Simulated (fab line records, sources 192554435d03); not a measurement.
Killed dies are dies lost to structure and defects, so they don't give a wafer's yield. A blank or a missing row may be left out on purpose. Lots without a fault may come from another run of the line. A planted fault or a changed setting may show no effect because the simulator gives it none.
Which tool did it? | flow n5_finfet | 12 lots, 36 wafers sampled, at 2 steps of a route of 1938

WHAT THE GAUGES READ, wafer by wafer
N5_BEOL_M5_OVL_MEAS_12.
lot  | measured     | on         | M5_OVL (nm)
L075 | day 8 21:33  | overlay-02 | -0.2 -1.2 -0.8
L077 | day 9 09:08  | overlay-02 | -0.2 1.1 -0.6
L078 | day 9 13:59  | overlay-02 | 0.9 1.4 0.5
L081 | day 10 05:56 | overlay-02 | -0.5 0.0 -0.6
L083 | day 11 01:23 | overlay-02 | -0.9 0.3 -0.3
L084 | day 11 04:40 | overlay-02 | -0.5 0.5 -0.3
L086 | day 11 09:52 | overlay-01 | -0.4 0.0 -0.4
L089 | day 12 06:30 | overlay-01 | -1.2 0.3 0.4
L091 | day 13 04:17 | overlay-02 | 0.0 -0.9 -0.1
L092 | day 13 08:36 | overlay-01 | -0.8 0.4 -0.4
L096 | day 13 11:58 | overlay-01 | 1.3 0.8 1.0
L097 | day 14 08:50 | overlay-02 | -0.1 0.6 0.7

WHICH TOOL RAN EACH LOT (tool, then ch and the chambers of the sampled wafers, then the start)
lot  | N5_BEOL_M4_SPUTTER_94
L075 | pvd_sputter-02, day 8 16:44
L077 | pvd_sputter-03, day 9 04:36
L078 | pvd_sputter-02, day 9 08:07
L081 | pvd_sputter-01, day 10 02:25
L083 | pvd_sputter-03, day 10 19:46
L084 | pvd_sputter-01, day 11 00:43
L086 | pvd_sputter-02, day 11 03:52
L089 | pvd_sputter-03, day 12 02:35
L091 | pvd_sputter-02, day 12 21:57
L092 | pvd_sputter-03, day 13 02:53
L096 | pvd_sputter-01, day 13 07:43
L097 | pvd_sputter-03, day 14 05:08
- N5_BEOL_M4_SPUTTER_94: material Cu, target thk 4.5 nm, time 8.29 s.

THE ANSWER, worked out from the rows above alone
Rule: what is usual is taken from the lots themselves. Put in order of their means at a reading, lots are off if they are a third of the lots or fewer, leave a main group of 4 or more, and stand apart from it by a gap of 3 or more times the standard deviation of the main group's means; of several such gaps the widest counts. A main group whose means are all the same, to the digits that the tables above print for the reading, isn't used. A lot without any number at a reading at which 4 lots or more have one is off too. The other lots that the step has rows for count as sound.
No lot is off at any reading shown: from this, nothing can be told.

WHAT THE SIMULATOR HAD PUT IN
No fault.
